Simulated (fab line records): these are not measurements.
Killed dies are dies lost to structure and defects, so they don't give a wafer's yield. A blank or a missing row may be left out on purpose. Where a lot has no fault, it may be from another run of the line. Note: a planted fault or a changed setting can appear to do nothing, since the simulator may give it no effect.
fab line records    flow n5-finfet
record lots=11  wafers=33  last-day=18
route steps=1938 shown BEOL_M0@726 MIM_TOP_LITHO@1850 PAD_METAL@1896 PASSIVATION@1936
lots that met no fault: taken from a fault-free run of the same line
start-h: hours from the record's opening day to when the first of the lot's shown wafers began    wait-h: how many hours have passed since the lot's step before this one    " identical to the entry in the row above    L1.1+2: several wafers, shown together as one row    - value missing, or start not given    * or withheld: withheld    < > ~ a bound
route shown NAME@n: names a module that has steps shown in the file, with the first one's number in the route    usual: mean/standard deviation of fault-free wafers    same: alike in all rows    chamber/n: place in a boat    sites: per-site readings    _std_site: standard deviation across them    _edge_site: the outer-site mean with the inner-site mean subtracted    radius-mm: how far each site lies from the wafer's centre    mask NAME#n: copy n    behind: the last tool/chamber to shape the wafer    hold: the reason the lot was held/the length of the hold in hours/how it ended    device: whichever transistor did not switch (one of n, p or np)    end of line: the tests these same wafers got at the end of their route    a step with no rows: only its recipe    killed: count of dies lost to structure and defects at first sort (not the wafer's yield)    map: the dies of a wafer, with x for killed, . for not killed, _ for no die there
set.NAME: the setting as run; set.NAME@STEP: as run at that earlier step    model.NAME: the simulator's own value behind a step, which no gauge read
the route's steps for a sample of lots (tables are steps, rows are wafers)
services: the hour from which a tool's chamber was out of use, counted from the record's first day as start-h (under 0 if before that day), plus the number of hours and why
## steps
# step N5_BEOL_M0_ETCH_109
# recipe chemistry=CH3F/O2  target-depth-a=80  overetch-a=24  target=SiCN  time-s=27.4  ion-energy-ev=120  pressure-mtorr=30  source-w=395  bias-w=75  Ar_flow_sccm=150  CH3F_flow_sccm=30  O2_flow_sccm=20
# usual O2_flow_sccm=20.00/0.061  drypump-motor-current-A=5.8/0.35  oes-product-au=0.68/0.071  rf-vpp-V=297.6/1.5  showerhead-plenum-p-Torr=2.01/0.073  throttle-valve-pct=16.38/0.2
lot.wafer  tool         chamber  start-h  wait-h  O2_flow_sccm  drypump-motor-current-A  oes-product-au  rf-hours-counter-h  rf-vpp-V  showerhead-plenum-p-Torr  throttle-valve-pct
L582.1     rie-diel-01  0        126.16   0.1     20.00         6.2                      0.69            97                  297.6     2.03                      16.45
L582.3     "            1        "        "       20.04         5.9                      0.71            82                  300.2     2.10                      16.11
L582.5     "            2        "        "       20.03         6.2                      0.61            -                   299.7     2.07                      16.70
L583.3     rie-diel-01  1        129.37   0.1     19.89         5.9                      0.69            83                  298.4     2.10                      16.12
L583.4     "            3        "        "       19.92         5.1                      0.57            241                 295.0     1.88                      16.51
L583.6     "            0        "        "       19.97         6.2                      0.71            -                   297.5     2.03                      16.44
L584.1     rie-diel-01  0        133.20   0.0     20.01         6.2                      0.70            99                  296.9     2.03                      16.45
L584.3     "            3        "        "       19.96         5.1                      0.55            243                 295.6     1.88                      16.52
L584.6     "            2        "        "       20.03         6.2                      0.60            -                   299.5     2.07                      16.72
L585.1     rie-diel-01  1        137.62   0.1     20.00         5.9                      0.69            87                  297.5     2.10                      16.12
L585.3     "            3        "        "       20.07         5.1                      0.56            246                 295.9     1.88                      16.50
L585.5     "            0        "        "       20.01         6.2                      0.69            -                   298.3     2.03                      16.45
L586.2     rie-diel-01  0        149.76   0.6     19.98         6.2                      0.67            108                 297.6     2.03                      16.45
L586.4     "            3        "        "       19.97         5.2                      0.56            -                   296.5     1.88                      16.52
L586.5     "            1        "        "       19.93         5.9                      0.68            -                   299.3     2.10                      16.12
L587.3     rie-diel-01  0        150.24   0.0     19.90         6.2                      0.68            108                 297.7     2.03                      16.47
L587.4     "            3        "        "       19.92         5.1                      0.55            -                   294.8     1.88                      16.50
L587.6     "            1        "        "       20.07         5.9                      0.69            -                   299.9     2.10                      16.12
L588.1     rie-diel-01  2        155.15   2.1     19.90         6.2                      0.86            1                   297.4     2.07                      16.32
L588.2     "            1        "        "       20.01         5.9                      0.67            97                  299.9     2.10                      16.13
L588.6     "            0        "        "       20.11         6.2                      0.68            -                   298.3     2.03                      16.47
L599.2     rie-diel-01  2        218.55   0.2     19.89         6.2                      0.77            31                  299.3     2.06                      16.38
L599.4     "            0        "        "       19.93         6.2                      0.66            142                 297.1     2.02                      16.52
L599.6     "            1        "        "       20.02         5.9                      0.67            -                   299.2     2.09                      16.19
L598.1     rie-diel-01  0        222.38   0.0     19.98         6.2                      0.65            144                 296.8     2.02                      16.53
L598.5     "            2        "        "       20.08         6.2                      0.76            -                   297.9     2.06                      16.38
L598.6     "            3        "        "       20.10         5.1                      0.77            -                   299.8     2.12                      16.02
L600.2     rie-diel-05  2        228.15   0.0     19.98         5.9                      0.76            33                  297.1     1.95                      16.50
L600.5     "            0        "        "       20.05         5.8                      0.63            -                   296.9     1.96                      16.21
L600.6     "            3        "        "       19.92         5.3                      0.77            -                   297.2     1.94                      16.44
L605.1     rie-diel-01  0        254.70   0.1     20.00         6.2                      0.65            154                 297.0     2.01                      16.55
L605.4     "            2        "        "       20.07         6.2                      0.75            44                  298.6     2.06                      16.38
L605.5     "            1        "        "       20.04         5.9                      0.66            -                   298.7     2.09                      16.22
# step N5_MIM_TOP_LITHO_DESCUM_10
# recipe chemistry=O2  time-s=7.9  source-power-w=50  bias-power-w=20  pressure-mtorr=20  rf-frequency-hz=2.712e+07  temp-c=40  o2-flow-sccm=225
# usual drypump-motor-current-A=5.7/0.32  oes-product-au=0.81/0.078  rf-vpp-V=243.4/1.4  showerhead-plenum-p-Torr=2.10/0.079  throttle-valve-pct=20.47/0.15
lot.wafer  tool         chamber  start-h  wait-h  drypump-motor-current-A  oes-product-au  rf-hours-counter-h  rf-vpp-V  showerhead-plenum-p-Torr  throttle-valve-pct
L582.1     rie-diel-01  1        284.21   0.0     6.0                      0.75            145                 244.0     2.21                      20.52
L582.3     "            3        "        "       5.1                      0.88            37                  244.4     2.21                      20.18
L582.5     "            0        "        "       6.2                      0.74            -                   244.0     2.07                      20.47
L583.3     rie-diel-01  1        290.17   0.0     5.9                      0.75            148                 244.7     2.21                      20.51
L583.4     "            2        "        "       6.2                      0.90            -                   245.1     2.11                      20.32
L583.6     "            0        "        "       6.2                      0.74            -                   244.0     2.07                      20.48
L585.1     rie-diel-05  0        295.69   0.1     5.8                      0.72            219                 242.7     2.04                      20.27
L585.3     "            2        "        "       5.8                      0.87            58                  243.2     2.03                      20.70
L585.5     "            2        "        "       5.8                      0.87            -                   242.6     2.03                      20.68
L584.1     rie-diel-05  1        297.66   0.0     5.8                      0.84            79                  242.8     2.14                      20.30
L584.3     "            3        "        "       5.3                      0.86            51                  241.5     2.02                      20.58
L584.6     "            1        "        "       5.9                      0.84            -                   243.8     2.14                      20.30
L587.3     rie-diel-01  1        308.83   0.7     5.9                      0.73            156                 244.1     2.20                      20.51
L587.4     "            0        "        "       6.2                      0.74            -                   241.8     2.07                      20.46
L587.6     "            2        "        "       6.2                      0.88            -                   243.9     2.10                      20.35
L586.2     rie-diel-05  0        312.06   0.0     5.8                      0.73            225                 241.8     2.04                      20.28
L586.4     "            3        "        "       5.3                      0.85            56                  241.8     2.01                      20.58
L586.5     "            3        "        "       5.3                      0.85            -                   243.8     2.01                      20.61
L588.1     rie-diel-05  0        314.45   0.3     5.8                      0.73            225                 242.0     2.04                      20.28
L588.2     "            2        "        "       5.9                      0.86            67                  242.4     2.02                      20.70
L588.6     "            3        "        "       5.3                      0.86            -                   242.8     2.01                      20.58
L599.2     rie-diel-01  3        366.98   0.1     5.1                      0.84            57                  245.8     2.21                      20.21
L599.4     "            1        "        "       5.9                      0.73            174                 244.3     2.20                      20.54
L599.6     "            2        "        "       6.2                      0.86            -                   242.9     2.10                      20.35
L598.1     rie-diel-05  1        369.88   0.3     5.8                      0.81            107                 244.6     2.13                      20.35
L598.5     "            0        "        "       5.8                      0.71            -                   244.1     2.03                      20.31
L598.6     "            3        "        "       5.3                      0.82            -                   240.6     2.01                      20.63
L600.2     rie-diel-03  1        382.01   0.0     5.4                      0.89            35                  243.6     2.21                      20.46
L600.5     "            1        "        "       5.3                      0.89            -                   244.7     2.21                      20.46
L600.6     "            0        "        "       5.5                      0.98            -                   243.5     2.14                      20.54
L605.1     rie-diel-03  2        423.30   0.0     5.7                      0.99            1                   246.0     2.24                      20.15
L605.4     "            3        "        "       5.6                      0.74            153                 243.0     2.09                      20.41
L605.5     "            3        "        "       5.7                      0.75            -                   244.4     2.09                      20.43
# step N5_PASSIVATION_AL_DEP_21
# recipe material=Al  target-thk-a=28000  temp-c=400  time-s=170  power-w=30000  chamber-pressure-pa=0.4  gas=Ar
# usual substrate-temp-c=399.99/0.25  throttle-valve-pct=30.6/0.92
lot.wafer  tool            chamber  start-h  wait-h  substrate-temp-c  throttle-valve-pct
L582.1     pvd-sputter-03  -        288.67   0.1     399.98            31.3
L582.3     "               -        "        "       400.11            29.1
L582.5     "               -        "        "       400.06            29.6
L583.3     pvd-sputter-01  -        294.47   0.1     399.72            31.8
L583.4     "               -        "        "       400.31            30.4
L583.6     "               -        "        "       399.93            30.6
L585.1     pvd-sputter-01  -        302.26   0.1     400.06            31.8
L585.3     "               -        "        "       400.08            29.7
L585.5     "               -        "        "       399.78            31.6
L584.1     pvd-sputter-03  -        302.70   0.1     400.32            29.8
L584.3     "               -        "        "       399.76            31.2
L584.6     "               -        "        "       400.30            29.1
L587.3     pvd-sputter-02  -        313.91   0.1     400.05            30.4
L587.4     "               -        "        "       399.95            30.4
L587.6     "               -        "        "       399.49            30.4
L586.2     pvd-sputter-03  -        316.04   0.1     400.24            32.0
L586.4     "               -        "        "       399.93            29.3
L586.5     "               -        "        "       399.96            31.2
L588.1     pvd-sputter-03  -        318.54   0.1     400.15            31.1
L588.2     "               -        "        "       399.82            32.1
L588.6     "               -        "        "       400.11            31.0
L599.2     pvd-sputter-03  -        373.46   0.1     400.04            28.9
L599.4     "               -        "        "       399.95            32.0
L599.6     "               -        "        "       399.92            29.9
L598.1     pvd-sputter-02  -        373.90   0.1     399.95            30.0
L598.5     "               -        "        "       399.87            30.4
L598.6     "               -        "        "       399.88            30.4
L600.2     pvd-sputter-03  -        385.74   0.1     400.11            29.6
L600.5     "               -        "        "       400.29            29.3
L600.6     "               -        "        "       399.97            31.3
L605.1     pvd-sputter-01  -        432.14   0.1     400.24            31.9
L605.4     "               -        "        "       399.81            30.0
L605.5     "               -        "        "       399.60            31.7
# step N5_PASSIVATION_PROBE_49
# usual defect-limited-yield=90.5/1.7  killed_at_M0_to_M3=37/12  killed_at_M4_up=14/5.2  killed-at-contacts=12/5.9  killed-at-front-end=45/14  killed-at-other=3.5/2.8  killed-dies=112/21  killed-on-rim=15/4.5  killed-open=73/15  killed-short=36/8.9  sort_bin_5_function=5.6/1.2  sort_bin_6_memory=3.5/0.68  sort-n-pass=1068/21  sort-yield-pct=90.5/1.8
# same gross-dies=1180  killed-at-back-side=0  sort_bin_4_leakage[%]=0  sort_bin_8_speed[%]=0
lot.wafer  tool       chamber  start-h  wait-h  defect-limited-yield[%]  killed_at_M0_to_M3  killed_at_M4_up  killed-at-contacts  killed-at-front-end  killed-at-other  killed-dies  killed-on-rim  killed-open  killed-short  sort_bin_5_function[%]  sort_bin_6_memory[%]  sort-n-pass  sort-yield-pct[%]
L582.1     prober-01  -        294.41   0.0     88.6                     46                  10               20                  49                   9                134          19             92           36            6.6                     4.1                   1046         88.6
L582.3     prober-01  -        294.51   0.1     88.5                     43                  6                26                  60                   1                136          18             88           44            7.3                     4.0                   1044         88.5
L582.5     prober-01  -        294.61   0.2     89.2                     52                  11               21                  41                   3                128          14             93           35            6.4                     4.0                   1052         89.2
L584.1     prober-01  -        308.17   0.1     92.2                     25                  14               17                  31                   5                92           14             61           29            5.7                     2.0                   1088         92.2
L584.3     prober-01  -        308.27   0.2     91.7                     26                  5                11                  53                   3                98           16             64           33            4.2                     3.6                   1082         91.7
L584.6     prober-01  -        308.42   0.3     91.3                     29                  16               13                  43                   2                103          18             63           39            5.7                     2.8                   1077         91.3
L587.3     prober-02  -        319.73   0.1     83.9                     105                 10               11                  64                   0                190          28             78           41            9.6                     3.6                   990          83.9
L587.4     prober-02  -        319.78   0.2     89.3                     43                  14               5                   63                   1                126          15             88           37            6.3                     3.8                   1054         89.3
L587.6     prober-02  -        319.88   0.3     89.4                     35                  15               17                  58                   0                125          18             86           35            6.5                     3.9                   1055         89.4
L586.2     prober-01  -        322.17   0.1     84.6                     105                 24               14                  35                   4                182          26             74           35            8.1                     4.3                   998          84.6
L586.4     prober-01  -        322.27   0.2     89.2                     32                  25               18                  52                   1                128          17             74           49            5.8                     4.2                   1052         89.2
L586.5     prober-01  -        322.32   0.2     89.9                     45                  13               12                  45                   4                119          20             74           44            5.9                     3.7                   1061         89.9
L588.1     prober-02  -        324.27   0.0     91.9                     40                  19               15                  15                   6                95           12             64           30            4.4                     3.5                   1085         91.9
L588.2     prober-02  -        324.32   0.1     92.5                     33                  15               11                  29                   0                88           14             58           29            4.0                     3.1                   1092         92.5
L588.6     prober-02  -        324.52   0.3     85.7                     111                 18               14                  23                   3                169          29             66           35            8.3                     3.5                   1011         85.7
L599.2     prober-01  -        379.66   0.4     89.2                     27                  27               18                  53                   2                127          19             83           41            6.8                     3.8                   1053         89.2
L599.4     prober-01  -        379.76   0.5     89.5                     28                  17               17                  60                   2                124          15             75           44            6.2                     3.7                   1056         89.5
L599.6     prober-01  -        379.86   0.6     89.1                     63                  8                17                  40                   1                129          9              82           45            7.0                     3.4                   1051         89.1
L598.1     prober-01  -        379.91   0.6     90.7                     46                  11               8                   39                   6                110          11             77           30            5.5                     3.3                   1070         90.7
L598.5     prober-01  -        380.11   0.8     92.9                     28                  7                16                  28                   5                84           22             56           23            4.7                     2.0                   1096         92.9
L598.6     prober-01  -        380.16   0.8     90.7                     42                  9                7                   44                   8                110          15             75           32            5.0                     4.1                   1070         90.7
# killed by level:class
L582.1 MOL_CONTACT_COAG:geometric-particle:open=16 BEOL_M3:geometric-particle:open=14 STI_FIN_REVEAL:geometric-particle:open=9 BEOL_M0_SAQP:geometric-particle:open=9 ILD0:geometric-particle:open=8 BEOL_M2:geometric-particle:open=8 FIN_SAQP:geometric-particle:open=7 BEOL_M0_SAQP:geometric-particle:short=6
L582.3 MOL_CONTACT_COAG:geometric-particle:open=19 BEOL_M0_SAQP:geometric-particle:short=18 FIN_SAQP:geometric-particle:open=16 STI_FIN_REVEAL:geometric-particle:open=11 BEOL_M0_SAQP:geometric-particle:open=11 DUMMY_GATE:geometric-particle:open=7 MOL_CONTACT_COAG:geometric-particle:short=7 BEOL_M2:geometric-particle:open=5
L582.5 MOL_CONTACT_COAG:geometric-particle:open=19 BEOL_M3:geometric-particle:open=14 STI_FIN_REVEAL:geometric-particle:open=11 BEOL_M2:geometric-particle:open=10 BEOL_M0_SAQP:geometric-particle:short=9 BEOL_M0_SAQP:geometric-particle:open=8 DUMMY_GATE:geometric-particle:open=6 FIN_SAQP:geometric-particle:open=5
L584.1 MOL_CONTACT_COAG:geometric-particle:open=15 FIN_SAQP:geometric-particle:open=9 FIN_SAQP:geometric-particle:short=8 BEOL_M0_SAQP:geometric-particle:open=6 STI_FIN_REVEAL:geometric-particle:open=6 BEOL_M0_SAQP:geometric-particle:short=6 BEOL_M3:geometric-particle:open=6 BEOL_M4:geometric-particle:open=6
L584.3 FIN_SAQP:geometric-particle:short=9 FIN_SAQP:geometric-particle:open=9 MOL_CONTACT_COAG:geometric-particle:open=9 GATE_CUT:geometric-particle:short=8 BEOL_M1:geometric-particle:open=8 STI_FIN_REVEAL:geometric-particle:open=6 GATE_CUT:geometric-particle:open=5 BEOL_M0_SAQP:geometric-particle:open=5
L584.6 STI_FIN_REVEAL:geometric-particle:open=14 MOL_CONTACT_COAG:geometric-particle:open=9 BEOL_M3:geometric-particle:open=8 BEOL_M0_SAQP:geometric-particle:short=7 FIN_SAQP:geometric-particle:short=6 FIN_SAQP:geometric-particle:open=5 BEOL_M2:geometric-particle:open=5 BEOL_M4:geometric-particle:short=5
L587.3 BEOL_M0:unspecified=69 STI_FIN_REVEAL:geometric-particle:open=20 FIN_SAQP:geometric-particle:short=13 FIN_SAQP:geometric-particle:open=12 BEOL_M0_SAQP:geometric-particle:short=12 BEOL_M0_SAQP:geometric-particle:open=11 MOL_CONTACT_COAG:geometric-particle:open=9 GATE_CUT:geometric-particle:short=8
L587.4 STI_FIN_REVEAL:geometric-particle:open=23 FIN_SAQP:geometric-particle:open=15 BEOL_M2:geometric-particle:open=11 FIN_SAQP:geometric-particle:short=10 BEOL_M0_SAQP:geometric-particle:short=9 BEOL_M0_SAQP:geometric-particle:open=8 BEOL_M1:geometric-particle:open=6 MOL_CONTACT_COAG:geometric-particle:open=5
L587.6 FIN_SAQP:geometric-particle:open=17 MOL_CONTACT_COAG:geometric-particle:open=16 STI_FIN_REVEAL:geometric-particle:open=15 BEOL_M0_SAQP:geometric-particle:open=12 FIN_SAQP:geometric-particle:short=9 BEOL_M0_SAQP:geometric-particle:short=9 BEOL_M3:geometric-particle:open=8 BEOL_M4:geometric-particle:open=6
L586.2 BEOL_M0:unspecified=69 BEOL_M2:geometric-particle:open=13 BEOL_M4:geometric-particle:open=13 FIN_SAQP:geometric-particle:open=10 MOL_CONTACT_COAG:geometric-particle:open=10 BEOL_M0_SAQP:geometric-particle:short=8 STI_FIN_REVEAL:geometric-particle:open=7 BEOL_M0_SAQP:geometric-particle:open=6
L586.4 FIN_SAQP:geometric-particle:open=12 STI_FIN_REVEAL:geometric-particle:open=12 MOL_CONTACT_COAG:geometric-particle:open=11 BEOL_M3:geometric-particle:short=10 BEOL_M4:geometric-particle:open=9 FIN_SAQP:geometric-particle:short=8 MOL_CONTACT_COAG:geometric-particle:short=7 BEOL_M0_SAQP:geometric-particle:open=6
L586.5 FIN_SAQP:geometric-particle:open=11 BEOL_M0_SAQP:geometric-particle:short=11 MOL_CONTACT_COAG:geometric-particle:open=9 BEOL_M0_SAQP:geometric-particle:open=9 FIN_SAQP:geometric-particle:short=8 STI_FIN_REVEAL:geometric-particle:open=8 BEOL_M2:geometric-particle:open=6 BEOL_M3:geometric-particle:open=6
L588.1 MOL_CONTACT_COAG:geometric-particle:open=11 BEOL_M0_SAQP:geometric-particle:open=10 BEOL_M3:geometric-particle:open=9 BEOL_M4:geometric-particle:open=9 BEOL_M0_SAQP:geometric-particle:short=8 STI_FIN_REVEAL:geometric-particle:open=4 DUMMY_GATE:geometric-particle:open=4 MOL_CONTACT_COAG:geometric-particle:short=4
L588.2 BEOL_M0_SAQP:geometric-particle:open=13 MOL_CONTACT_COAG:geometric-particle:open=9 BEOL_M0_SAQP:geometric-particle:short=7 ILD0:geometric-particle:open=6 GATE_CUT:geometric-particle:short=6 FIN_SAQP:geometric-particle:short=5 BEOL_M4:geometric-particle:open=5 BEOL_M1:geometric-particle:open=4
L588.6 BEOL_M0:unspecified=67 BEOL_M0_SAQP:geometric-particle:open=14 BEOL_M0_SAQP:geometric-particle:short=12 MOL_CONTACT_COAG:geometric-particle:open=12 BEOL_M4:geometric-particle:open=7 BEOL_M1:geometric-particle:open=6 BEOL_M3:geometric-particle:open=5 DUMMY_GATE:geometric-particle:short=4
L599.2 STI_FIN_REVEAL:geometric-particle:open=16 MOL_CONTACT_COAG:geometric-particle:open=13 BEOL_M4:geometric-particle:open=13 DUMMY_GATE:geometric-particle:open=9 FIN_SAQP:geometric-particle:short=8 MOL_CONTACT_COAG:geometric-particle:short=5 BEOL_M1:geometric-particle:open=5 BEOL_M5:geometric-particle:open=5
L599.4 FIN_SAQP:geometric-particle:open=12 MOL_CONTACT_COAG:geometric-particle:open=12 BEOL_M4:geometric-particle:open=7 FIN_SAQP:geometric-particle:short=6 BEOL_M0_SAQP:geometric-particle:short=6 STI_FIN_REVEAL:geometric-particle:open=5 MOL_CONTACT_COAG:geometric-particle:short=5 BEOL_M4:geometric-particle:short=5
L599.6 BEOL_M0_SAQP:geometric-particle:open=27 BEOL_M0_SAQP:geometric-particle:short=17 MOL_CONTACT_COAG:geometric-particle:open=13 FIN_SAQP:geometric-particle:short=12 FIN_SAQP:geometric-particle:open=10 BEOL_M1:geometric-particle:open=5 STARTING-WAFER:geometric-particle:open=5 STI_FIN_REVEAL:geometric-particle:open=4
L598.1 STI_FIN_REVEAL:geometric-particle:open=12 BEOL_M1:geometric-particle:open=10 FIN_SAQP:geometric-particle:open=8 BEOL_M0_SAQP:geometric-particle:short=7 BEOL_M0_SAQP:geometric-particle:open=7 BEOL_M2:geometric-particle:open=7 MOL_CONTACT_COAG:geometric-particle:open=6 BEOL_M3:geometric-particle:open=6
L598.5 MOL_CONTACT_COAG:geometric-particle:open=10 BEOL_M3:geometric-particle:open=10 STI_FIN_REVEAL:geometric-particle:open=7 STARTING-WAFER:geometric-particle:short=6 BEOL_M2:geometric-particle:open=5 MOL_CONTACT_COAG:geometric-particle:short=4 BEOL_M1:geometric-particle:open=4 FIN_SAQP:geometric-particle:open=3
L598.6 FIN_SAQP:geometric-particle:open=9 BEOL_M0_SAQP:geometric-particle:open=9 BEOL_M0_SAQP:geometric-particle:short=7 FIN_SAQP:geometric-particle:short=6 STI_FIN_REVEAL:geometric-particle:open=6 MOL_CONTACT_COAG:geometric-particle:open=6 BEOL_M1:geometric-particle:open=6 BEOL_M2:geometric-particle:open=6
## services
tool            chamber  start-h  hours  kind
pvd-sputter-02  -        116.54   1.6    repair
pvd-sputter-01  -        137.28   15.4   repair
rie-diel-01     -        141.22   1.0    repair
rie-diel-05     -        143.37   14.6   pm
rie-diel-03     3        149.91   2.5    repair
rie-diel-05     -        180.40   15.6   pm
rie-diel-03     -        253.52   0.4    repair
rie-diel-05     0        265.47   8.7    repair
rie-diel-05     2        279.25   2.4    repair
rie-diel-05     0        287.52   1.8    repair
rie-diel-01     3        288.67   23.6   repair
pvd-sputter-02  -        288.91   7.9    repair
rie-diel-05     1        290.79   6.3    repair
rie-diel-03     0        293.22   10.1   repair
pvd-sputter-02  -        303.50   6.2    repair
rie-diel-01     0        317.16   9.8    repair
rie-diel-05     1        317.84   8.7    repair
rie-diel-03     0        336.21   4.9    repair
rie-diel-01     -        349.21   14.6   pm
rie-diel-03     3        359.58   7.1    repair
rie-diel-01     0        372.32   7.8    repair
rie-diel-03     0        390.45   5.0    repair
rie-diel-01     -        394.50   2.8    pm
pvd-sputter-03  -        430.89   0.9    repair
## key
first-sign step=N5_PASSIVATION_PROBE_49  reading=killed_at_M0_to_M3  direction=up  sigmas=5.8  usual=37  struck=107
effect step=N5_PASSIVATION_PROBE_49  reading=killed-dies  direction=up  sigmas=3.3  usual=112  struck=180
more-kills-born-at N5_BEOL_M0_ETCH_109@rie-diel-01=205
met-at N5_BEOL_M0_ETCH_109
struck-lots L586,L587,L588
struck-wafers L586.2,L587.3,L588.6
not-acting-at N5_MIM_TOP_LITHO_DESCUM_10,N5_PASSIVATION_AL_DEP_21
onset-between 137.62 149.76
fault kind=chamber-particle-source  tool=rie-diel-01  chamber=0  onset-h=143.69  steps=N5_BEOL_M0_ETCH_109  rate-per-visit-cm2=1.4628  end-h=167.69
